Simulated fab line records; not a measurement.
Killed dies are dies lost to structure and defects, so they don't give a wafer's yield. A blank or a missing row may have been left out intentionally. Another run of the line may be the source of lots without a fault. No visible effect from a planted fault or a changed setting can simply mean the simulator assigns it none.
Struck lot and sound lot, side by side -- flow n5 finfet -- 14 out of 1938 route steps
Sound: these wafers, L428.2, L428.3, L428.5. Struck: wafer L432.3 (left out: L432.4, a lot-mate that was not struck); the cause follows at the end.
At each step with rows: each side's tool, then ch and its chambers, then its first start. Under that, the readings that differ: sound wafers -- struck wafers -- difference of the means -- sigmas: that difference in standard deviations of wafers without a fault.
alike: same words and numbers on both sides, and readings whose means sit less than 2 such deviations apart. not compared: any withheld reading, any reading some wafer has no value for, any bound like >300 that may hide the same value, and any number with overlapping values for which the record gives no deviation.
A row with sigmas, a row that says differs or no value, or rows on one side alone: a step with any of these is where the two part. Numbers that have no deviation but don't overlap get no sigmas and don't part them. Lack of a reading on every wafer of one side parts them only where that side has two or more wafers.

first, 5 steps without rows for these wafers: N5_BEOL_M11_EBR_24; N5_BEOL_M11_SOFTBAKE_23 (time 60 s); N5_BEOL_M11_EXPOSE_25 (exposes mask V10); N5_BEOL_M11_PEB_26 (peb time 60 s); N5_BEOL_M11_DEVELOP_27 (develop time 30 s).
N5_BEOL_M11_CD_MEAS_28: the cd target is 70 nm.
  sound on cd sem-02 ch 0, day 13 05:40; struck on cd sem-01 ch 0, day 14 09:26
  alike: cd nm
N5_BEOL_M11_OVL_MEAS_29:
  sound on overlay-02 ch 0, day 13 05:42; struck on overlay-02 ch 0, day 14 09:28
  alike: V10_OVL
N5_BEOL_M11_INSPECT_30: inspects for defects (brightfield).
  struck on defect inspect-01, day 14 09:30; sound on defect inspect-02, day 13 05:43
  alike: raw defect count
N5_BEOL_M11_DESCUM_33: chemistry O2, time 7.9 s.
  sound on rie diel-06 ch 0,2,3, day 13 05:47; struck on rie diel-06 ch 2, day 14 09:35
  alike: drypump motor current A, oes product au, rf vpp V, showerhead plenum p Torr, throttle valve pct
  not compared: rf hours counter h
N5_BEOL_M11_ETCH_65: etches SiARC in CF4, target depth 39 nm, time 65 s.
  sound on rie diel-06 ch 0,2,3, day 13 05:50; struck on rie diel-06 ch 2, day 14 09:37
  alike: drypump motor current A, etch rf on time s, oes product au, rf vpp V, showerhead plenum p Torr, throttle valve pct
  not compared: rf hours counter h
N5_BEOL_M11_ETCH_66: etches SOC in N2/H2, target depth 120 nm, overetch 24 nm, time 180 s.
  sound on rie diel-06 ch 0,2,3, day 13 05:53; struck on rie diel-06 ch 2, day 14 09:40
  alike: drypump motor current A, oes product au, rf vpp V, showerhead plenum p Torr, throttle valve pct
  not compared: rf hours counter h
then, 1 step without rows for these wafers: N5_BEOL_M11_STRIP_69 (strips in N2/H2).
N5_BEOL_M11_VIA_ETCH_34: etches SiCOH lowk in C4F6/O2, target depth 184.5 nm, time 69.2 s.
  sound on rie diel-06 ch 0,2,3, day 13 06:00; struck on rie diel-06 ch 2, day 14 09:47
reading,sound,struck,difference,sigmas
oes product au (a.u.),1.00 0.76 0.96,1.13,+0.22,+3
model.etch.depth nm (nm),187.1 180.4 183.1,244.6,+61.1,
model.SOC_of_BEOL_M11_COAT_63.thk nm (nm),91.6 91.6 91.8,89.6,-2.1,
  alike: drypump motor current A, rf vpp V, showerhead plenum p Torr, throttle valve pct
  not compared: rf hours counter h
then, 1 step without rows for these wafers: N5_BEOL_M11_STRIP_73 (strips in C4F6/O2).

## WHERE THEY PART
N5_BEOL_M11_VIA_ETCH_34 only, going by this record.

WHY: the cause the simulator had injected
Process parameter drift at N5_BEOL_M11_VIA_ETCH_34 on rie diel-06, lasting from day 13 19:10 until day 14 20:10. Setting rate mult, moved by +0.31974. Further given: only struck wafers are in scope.
